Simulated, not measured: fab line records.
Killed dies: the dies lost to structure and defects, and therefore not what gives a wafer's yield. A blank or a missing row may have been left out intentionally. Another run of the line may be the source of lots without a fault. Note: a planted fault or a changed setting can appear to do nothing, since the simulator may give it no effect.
What tool caused it? | flow nand_harc | Sampling: 13 lots, 39 wafers, 5 of 1302 route steps

WHAT EACH GAUGE READ, for each wafer
NHARC_END_SORT_01. Usual: for defect_limited_yield, 91 % with a standard deviation of 3; for killed_at_array, 59 with a standard deviation of 20; for killed_at_other, 0.8 with a standard deviation of 1; for killed_at_periphery, 3.2 with a standard deviation of 2.1; for killed_dies, 63 with a standard deviation of 21; for killed_open, 3.0 with a standard deviation of 1.9; for killed_short, 2.3 with a standard deviation of 1.5.
lot  | measured     | on        | defect_limited_yield (%) | killed_at_array | killed_at_other | killed_at_periphery | killed_dies | killed_open | killed_short | flag
L286 | day 27 13:31 | prober-02 | 88 89 88                 | 74 74 75        | 0 0 0           | 4 2 6               | 78 76 81    | 3 3 2       | 0 1 4        |
L291 | day 29 22:28 | prober-01 | 91 90                    | 59 70           | 0 0             | 3 0                 | 62 70       | 2 0         | 0 2          |
L289 | day 29 14:40 | prober-01 | 24 21 20                 | 513 530 539     | 0 0 1           | 4 2 4               | 517 532 544 | 2 2 2       | 2 0 1        | OFF
L292 | day 30 06:14 | prober-01 | 21 23 22                 | 528 518 526     | 0 0 0           | 5 3 5               | 533 521 531 | 5 1 2       | 1 2 0        | OFF

WHICH TOOL RAN EACH LOT (tool, then ch and the chambers of the sampled wafers, then the start)
lot  | NHARC_A_BONDPAD_ECD_18         | NHARC_THIN_TSV_DEP_47           | NHARC_THIN_TSV_PRE_CLEAN_54  | NHARC_THIN_TSV_DESCUM_35
L279 | ecd_cu-01 ch 0,1, day 24 01:57 | pecvd-04 ch 0,1, day 24 19:29   | pvd_sputter-02, day 24 22:31 | rie_diel-04 ch 0,1, day 24 23:37
L282 | ecd_cu-02 ch 0,1, day 24 17:01 | pecvd-03 ch 1,2, day 25 08:23   | pvd_sputter-01, day 25 11:24 | rie_diel-13 ch 0,1,2, day 25 12:42
L283 | ecd_cu-01 ch 0,1, day 25 07:14 | pecvd-03 ch 0,1, day 26 01:46   | pvd_sputter-03, day 26 05:00 | rie_diel-08 ch 0,2,3, day 26 06:14
L286 | ecd_cu-02 ch 0,1, day 26 07:41 | pecvd-03 ch 0,1,2, day 27 02:49 | pvd_sputter-03, day 27 05:51 | rie_diel-08 ch 0,1,2, day 27 07:04
L285 | ecd_cu-01 ch 0,1, day 26 11:41 | pecvd-03 ch 0,1,2, day 27 01:39 | pvd_sputter-02, day 27 04:39 | rie_diel-13 ch 0,1,2, day 27 05:44
L288 | ecd_cu-01 ch 0,1, day 27 00:09 | pecvd-03 ch 0,1, day 27 15:26   | pvd_sputter-03, day 27 18:25 | rie_diel-08 ch 0,2,3, day 27 19:41
L291 | ecd_cu-01 ch 0,1, day 28 06:53 | pecvd-04 ch 0,1,2, day 28 23:21 | pvd_sputter-01, day 29 02:19 | rie_diel-13 ch 0,2, day 29 03:32
L289 | ecd_cu-01 ch 0,1, day 28 08:43 | pecvd-03 ch 0,1,2, day 28 22:15 | pvd_sputter-03, day 29 01:16 | rie_diel-13 ch 0,3, day 29 02:22
L292 | ecd_cu-01 ch 0,1, day 28 12:43 | pecvd-04 ch 0,1,2, day 29 04:06 | pvd_sputter-01, day 29 07:05 | rie_diel-08 ch 0,3, day 29 08:18
L293 | ecd_cu-02 ch 0,1, day 28 20:37 | pecvd-02 ch 0,2, day 29 11:48   | pvd_sputter-02, day 29 14:50 | rie_diel-08 ch 0,1,2, day 29 15:56
L299 | ecd_cu-02 ch 0,1, day 31 19:29 | pecvd-03 ch 0,1,2, day 32 16:01 | pvd_sputter-02, day 32 19:04 | rie_diel-13 ch 0,2, day 32 20:17
L300 | ecd_cu-01 ch 0,1, day 32 00:53 | pecvd-03 ch 1,2, day 32 17:20   | pvd_sputter-03, day 32 20:20 | rie_diel-13 ch 0,1,2, day 32 21:34
L301 | ecd_cu-02 ch 0,1, day 32 06:25 | pecvd-03 ch 0,1, day 32 21:46   | pvd_sputter-02, day 33 00:46 | rie_diel-13 ch 1,2,3, day 33 02:01
- NHARC_A_BONDPAD_ECD_18: material Cu, target thk 400 nm.
- NHARC_THIN_TSV_DEP_47: deposits SiO2, target thk 200 nm.
- NHARC_THIN_TSV_PRE_CLEAN_54: time 30 s.
- NHARC_THIN_TSV_DESCUM_35: chemistry O2, time 3 s.

WHAT THE TOOLS THEMSELVES READ (means of the sampled wafers that have a number; where no wafer has one, the mark that the record gives instead)
NHARC_THIN_TSV_DEP_47. Usual: throttle_valve_pct at 16.2 %, with a standard deviation of 0.52.
lot  | tool     | throttle_valve_pct (%) | flag
L279 | pecvd-04 | 15.9                   |
L282 | pecvd-03 | 16.4                   |
L283 | pecvd-03 | 16.8                   |
L286 | pecvd-03 | 16.6                   |
L285 | pecvd-03 | 16.4                   |
L288 | pecvd-03 | 16.7                   |
L291 | pecvd-04 | 16.3                   |
L289 | pecvd-03 | 16.5                   |
L292 | pecvd-04 | 16.2                   |
L293 | pecvd-02 | 15.9                   |
L299 | pecvd-03 | 15.8                   |
L300 | pecvd-03 | 15.5                   |
L301 | pecvd-03 | 16.2                   |

NHARC_THIN_TSV_PRE_CLEAN_54. Usual: heater_power_w at 429 W, with a standard deviation of 44.
lot  | tool           | heater_power_w (W) | flag
L279 | pvd_sputter-02 | 471                |
L282 | pvd_sputter-01 | 460                |
L283 | pvd_sputter-03 | 420                |
L286 | pvd_sputter-03 | 413                |
L285 | pvd_sputter-02 | 464                |
L288 | pvd_sputter-03 | 419                |
L291 | pvd_sputter-01 | 459                |
L289 | pvd_sputter-03 | 412                |
L292 | pvd_sputter-01 | 448                |
L293 | pvd_sputter-02 | 463                |
L299 | pvd_sputter-02 | 471                |
L300 | pvd_sputter-03 | 403                |
L301 | pvd_sputter-02 | 443                |

NHARC_THIN_TSV_DESCUM_35. Usual: drypump_motor_current_A 5.7 A, standard deviation 0.37; oes_product_au 1.001 a.u., standard deviation 0.012; rf_vpp_V 58.0 V, standard deviation 0.9; showerhead_plenum_p_Torr 1.94 Torr, standard deviation 0.078; throttle_valve_pct 11.311 %, standard deviation 0.0089.
lot  | tool        | drypump_motor_current_A (A) | oes_product_au (a.u.) | rf_vpp_V (V) | showerhead_plenum_p_Torr (Torr) | throttle_valve_pct (%) | flag
L279 | rie_diel-04 | 5.3                         | 0.993                 | 57.5         | 1.90                            | 11.313                 |
L282 | rie_diel-13 | 5.5                         | 0.995                 | 57.7         | 1.96                            | 11.310                 |
L283 | rie_diel-08 | 5.8                         | 1.008                 | 59.3         | 1.99                            | 11.321                 |
L286 | rie_diel-08 | 5.7                         | 1.002                 | 57.8         | 1.98                            | 11.313                 |
L285 | rie_diel-13 | 5.4                         | 0.996                 | 58.4         | 1.96                            | 11.317                 |
L288 | rie_diel-08 | 5.8                         | 1.007                 | 57.9         | 1.99                            | 11.315                 |
L291 | rie_diel-13 | 5.3                         | 0.992                 | 57.7         | 1.98                            | 11.317                 |
L289 | rie_diel-13 | 6.1                         | 1.020                 | 58.2         | 1.86                            | 11.314                 |
L292 | rie_diel-08 | 5.8                         | 1.000                 | 57.1         | 1.95                            | 11.321                 |
L293 | rie_diel-08 | 5.7                         | 0.993                 | 57.9         | 1.98                            | 11.312                 |
L299 | rie_diel-13 | 5.3                         | 1.008                 | 58.5         | 2.02                            | 11.311                 |
L300 | rie_diel-13 | 5.5                         | 1.004                 | 57.5         | 1.96                            | 11.311                 |
L301 | rie_diel-13 | 5.9                         | 1.002                 | 58.0         | 1.92                            | 11.311                 |

THE ANSWER, worked out from the rows above alone
Rule: a lot is off if the mean of its wafers that have a number lies more than 3 standard deviations from the usual mean. Also off: a lot with no number at a reading for which 4 or more lots have one. Any other lot the step has rows for is counted as sound. First the gauges in route order, then the tools' own readings, where a lot's mean is used as printed above. The first step at which some lot is off is used, and at that step the reading that is off furthest; a lot without a number counts as furthest.
Off: L289, L292, at NHARC_END_SORT_01 (killed_at_array). Neither off nor sound, because the step has no rows for them: L279, L282, L283, L285, L288, L293, L299, L300, L301.
A tool fits if, at a process step before that reading, it ran every lot that is off, and no sound lot after the first of them. Those tools and the gauges at NHARC_END_SORT_01 are tried in the same way. One candidate fits, namely ecd_cu-01 at NHARC_A_BONDPAD_ECD_18. A fault onset in the window from L291 (day 28 06:53, its last sound lot) to L289 (day 28 08:43, its first lot off) fits.

WHAT WAS PUT IN BY THE SIMULATOR
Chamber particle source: ecd_cu-01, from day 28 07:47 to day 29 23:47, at NHARC_A_BONDPAD_ECD_18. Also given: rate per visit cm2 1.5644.
Shown lots that were struck: L289, L292. Same finding as the rule above.
